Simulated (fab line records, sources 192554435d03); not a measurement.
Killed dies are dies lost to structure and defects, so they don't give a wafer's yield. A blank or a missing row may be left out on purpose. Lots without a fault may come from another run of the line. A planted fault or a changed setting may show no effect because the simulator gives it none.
A struck lot beside a sound one | flow n5_finfet | 23 steps out of a route of 1938
Sound: wafers L571.2, L571.3, L571.5. Struck: wafers L572.2, L572.4, L572.5. The cause comes at the end.
At each step with rows: each side's tool, then ch and its chambers, then its first start. Under that, the readings that differ: sound wafers | struck wafers | difference of the means | sigmas: that difference in standard deviations of wafers without a fault.
alike: readings whose means differ by less than 2 such deviations, and words and numbers that are the same on both sides. not compared: withheld readings, readings that some wafer has no value for, bounds like >300 that may hide the same value, and numbers for which the record gives no deviation and whose values overlap.
The two part at a step that has a row with sigmas, a row that says differs or no value, or rows on one side only. Numbers that don't overlap but have no deviation are shown without sigmas and don't part them. A reading that every wafer of one side lacks parts them only if that side has two wafers or more.

first, 8 steps without rows for these wafers: N5_BEOL_M10_DEVELOP_10 (develop time 30 s); N5_BEOL_M10_DESCUM_16 (chemistry O2, time 7.9 s); N5_BEOL_M10_ETCH_61 (etches SiARC in CF4, target depth 39 nm, time 65 s); N5_BEOL_M10_ETCH_62 (etches SOC in N2/H2, target depth 110 nm, overetch 22 nm, time 165 s); N5_BEOL_M10_STRIP_68 (strips in N2/H2); N5_BEOL_M10_STRIP_67 (strips in CF4); N5_BEOL_M10_HM_OPEN_17 (chemistry Cl2/BCl3, target TiN, target depth 20 nm, overetch 6 nm); N5_BEOL_M10_STRIP_19 (strips in O2).
N5_BEOL_M10_COAT_63: time 60 s, resist thk 100 nm.
  sound on litho_track-05 ch 0, day 10 13:20; struck on litho_track-05 ch 0, day 10 14:29
  reading                                   | sound                | struck               | difference | sigmas
  spin_speed_rpm (rpm)                      | 1496.6 1499.5 1501.1 | 1294.3 1291.1 1294.8 | -205.7     | -99 or more
  model.SOC_of_BEOL_M10_COAT_63.thk_nm (nm) | 100 100 100          | 108.4 108 108        | +8.1       |
  alike: plate_temp_C
then, 9 steps without rows for these wafers: N5_BEOL_M10_COAT_64 (time 60 s, resist thk 30 nm); N5_BEOL_M10_COAT_22 (resist thk 90 nm); N5_BEOL_M10_EBR_24; N5_BEOL_M10_SOFTBAKE_23 (time 60 s); N5_BEOL_M10_EXPOSE_25 (exposes mask V9); N5_BEOL_M10_PEB_26 (peb time 60 s); N5_BEOL_M10_DEVELOP_27 (develop time 30 s); N5_BEOL_M10_DESCUM_33 (chemistry O2, time 7.9 s); N5_BEOL_M10_ETCH_65 (etches SiARC in CF4, target depth 39 nm, time 65 s).
N5_BEOL_M10_ETCH_66: etches SOC in N2/H2, target depth 120 nm, overetch 24 nm, time 180 s.
  sound on rie_diel-04 ch 0,1, day 10 13:53; struck on rie_diel-03 ch 0,2, day 10 15:02
  reading                     | sound       | struck          | difference | sigmas
  drypump_motor_current_A (A) | 6.0 6.1 6.1 | 5.2 5.3 5.2     | -0.8       | -2
  model.etch.depth_nm (nm)    | 100 100 100 | 108.3 107.9 108 | +8.1       |
  alike: n2_flow_sccm, oes_product_au, rf_vpp_V, showerhead_plenum_p_Torr, throttle_valve_pct
  not compared: rf_hours_counter_h
then, 1 step without rows for these wafers: N5_BEOL_M10_STRIP_69 (strips in N2/H2).
N5_BEOL_M10_VIA_ETCH_34: etches SiCOH lowk in C4F6/O2, target depth 184.5 nm, time 69.2 s.
  sound on rie_diel-04 ch 0,1, day 10 14:01; struck on rie_diel-03 ch 0,2, day 10 15:10
  reading                                   | sound       | struck         | difference | sigmas
  drypump_motor_current_A (A)               | 6.0 6.1 6.1 | 5.2 5.3 5.2    | -0.8       | -2
  model.SOC_of_BEOL_M10_COAT_63.thk_nm (nm) | 92 92 92    | 100.2 100 99.8 | +8.0       |
  alike: oes_product_au, rf_vpp_V, showerhead_plenum_p_Torr, throttle_valve_pct
  not compared: rf_hours_counter_h
then, 2 steps without rows for these wafers: N5_BEOL_M10_STRIP_73 (strips in C4F6/O2); N5_PASSIVATION_PROBE_49.

WHERE THEY PART
First at N5_BEOL_M10_COAT_63; last, within this record, at N5_BEOL_M10_VIA_ETCH_34.

WHY: what the simulator had put in
Process parameter drift: litho_track-05, from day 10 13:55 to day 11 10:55, at N5_BEOL_M10_COAT_63. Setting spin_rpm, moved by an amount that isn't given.
